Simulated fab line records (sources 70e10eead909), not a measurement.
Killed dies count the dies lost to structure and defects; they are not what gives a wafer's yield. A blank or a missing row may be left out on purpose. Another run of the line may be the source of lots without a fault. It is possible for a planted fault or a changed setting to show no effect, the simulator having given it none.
Matching of chambers :: flow nandHarc :: NHARC_A_STAIRCASE_ETCH_271 on rieDiel-04: 4 sister chambers
The step etches the open film in CF4/CHF3. 18 wafers are shown with their chamber, then 9 later ones without.

== WAFERS WITH THEIR CHAMBER ==
wafer: L076.2
chamber: 2
showerheadPlenumPTorr (Torr): 1.60
drypumpMotorCurrentA (A): 5.6
rfVppV (V): 371.4

wafer: L076.5
chamber: 2
showerheadPlenumPTorr (Torr): 1.60
drypumpMotorCurrentA (A): 5.6
rfVppV (V): 371.0

wafer: L076.6
chamber: 3
showerheadPlenumPTorr (Torr): 1.60
drypumpMotorCurrentA (A): 5.7
rfVppV (V): 373.0

wafer: L078.3
chamber: 3
showerheadPlenumPTorr (Torr): 1.60
drypumpMotorCurrentA (A): 5.6
rfVppV (V): 371.5

wafer: L078.5
chamber: 3
showerheadPlenumPTorr (Torr): 1.60
drypumpMotorCurrentA (A): 5.6
rfVppV (V): 373.8

wafer: L078.6
chamber: 0
showerheadPlenumPTorr (Torr): 1.67
drypumpMotorCurrentA (A): 5.8
rfVppV (V): 373.9

wafer: L080.3
chamber: 1
showerheadPlenumPTorr (Torr): 1.65
drypumpMotorCurrentA (A): 5.5
rfVppV (V): 374.1

wafer: L080.4
chamber: 2
showerheadPlenumPTorr (Torr): 1.59
drypumpMotorCurrentA (A): 5.6
rfVppV (V): 369.1

wafer: L080.6
chamber: 3
showerheadPlenumPTorr (Torr): 1.60
drypumpMotorCurrentA (A): 5.6
rfVppV (V): 371.7

wafer: L082.1
chamber: 2
showerheadPlenumPTorr (Torr): 1.59
drypumpMotorCurrentA (A): 5.7
rfVppV (V): 371.3

wafer: L082.2
chamber: 0
showerheadPlenumPTorr (Torr): 1.66
drypumpMotorCurrentA (A): 5.8
rfVppV (V): 374.7

wafer: L082.3
chamber: 1
showerheadPlenumPTorr (Torr): 1.65
drypumpMotorCurrentA (A): 5.5
rfVppV (V): 373.2

wafer: L083.1
chamber: 0
showerheadPlenumPTorr (Torr): 1.66
drypumpMotorCurrentA (A): 5.8
rfVppV (V): 372.2

wafer: L083.3
chamber: 3
showerheadPlenumPTorr (Torr): 1.59
drypumpMotorCurrentA (A): 5.6
rfVppV (V): 371.4

wafer: L083.6
chamber: 3
showerheadPlenumPTorr (Torr): 1.59
drypumpMotorCurrentA (A): 5.6
rfVppV (V): 370.1

wafer: L084.1
chamber: 2
showerheadPlenumPTorr (Torr): 1.59
drypumpMotorCurrentA (A): 5.6
rfVppV (V): 371.1

wafer: L084.2
chamber: 1
showerheadPlenumPTorr (Torr): 1.65
drypumpMotorCurrentA (A): 5.5
rfVppV (V): 373.3

wafer: L084.5
chamber: 0
showerheadPlenumPTorr (Torr): 1.66
drypumpMotorCurrentA (A): 5.8
rfVppV (V): 372.8

SIGNATURES, as means of the wafers listed above
reading: showerheadPlenumPTorr
chamber 0: 1.6625
chamber 1: 1.6500
chamber 2: 1.5940
chamber 3: 1.5967
scatter within a chamber: 0.00484

reading: drypumpMotorCurrentA
chamber 0: 5.800
chamber 1: 5.500
chamber 2: 5.620
chamber 3: 5.617
scatter within a chamber: 0.0342

reading: rfVppV
chamber 0: 373.400
chamber 1: 373.533
chamber 2: 370.780
chamber 3: 371.917
scatter within a chamber: 1.08
Rule: distance of a wafer from a chamber = root of the sum over the readings of ((wafer's reading minus chamber's mean) / reading's scatter) squared. The wafer belongs to the nearest chamber; if the next one is less than 2 further off, it can't be placed. The scatter: the root of (the sum of the squares of (reading less its chamber's mean) over the shown wafers, divided by (wafers less chambers)).

== WAFERS WITHOUT THEIR CHAMBER ==
wafer: L087.3
showerheadPlenumPTorr (Torr): 1.59
drypumpMotorCurrentA (A): 5.6
rfVppV (V): 372.4

wafer: L087.4
showerheadPlenumPTorr (Torr): 1.65
drypumpMotorCurrentA (A): 5.5
rfVppV (V): 373.3

wafer: L087.6
showerheadPlenumPTorr (Torr): 1.59
drypumpMotorCurrentA (A): 5.6
rfVppV (V): 372.4

wafer: L090.3
showerheadPlenumPTorr (Torr): 1.66
drypumpMotorCurrentA (A): 5.8
rfVppV (V): 373.0

wafer: L090.4
showerheadPlenumPTorr (Torr): 1.58
drypumpMotorCurrentA (A): 5.7
rfVppV (V): 370.8

wafer: L090.5
showerheadPlenumPTorr (Torr): 1.59
drypumpMotorCurrentA (A): 5.6
rfVppV (V): 370.1

wafer: L092.1
showerheadPlenumPTorr (Torr): 1.64
drypumpMotorCurrentA (A): 5.5
rfVppV (V): 373.1

wafer: L092.2
showerheadPlenumPTorr (Torr): 1.59
drypumpMotorCurrentA (A): 5.6
rfVppV (V): 370.0

wafer: L092.3
showerheadPlenumPTorr (Torr): 1.58
drypumpMotorCurrentA (A): 5.7
rfVppV (V): 369.9

== CHAMBER TAKEN BY EACH ==
wafer: L087.3
from the rows above: can't be placed: 3 or 2
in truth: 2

wafer: L087.4
from the rows above: 1
in truth: 1

wafer: L087.6
from the rows above: can't be placed: 3 or 2
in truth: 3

wafer: L090.3
from the rows above: 0
in truth: 0

wafer: L090.4
from the rows above: can't be placed: 2 or 3
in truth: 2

wafer: L090.5
from the rows above: can't be placed: 2 or 3
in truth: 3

wafer: L092.1
from the rows above: 1
in truth: 1

wafer: L092.2
from the rows above: can't be placed: 2 or 3
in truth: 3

wafer: L092.3
from the rows above: can't be placed: 2 or 3
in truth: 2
3 of 9 placed correctly. Unplaceable from these rows: 6, with the true chamber sitting among the candidates in 6. Wrongly placed: 0.
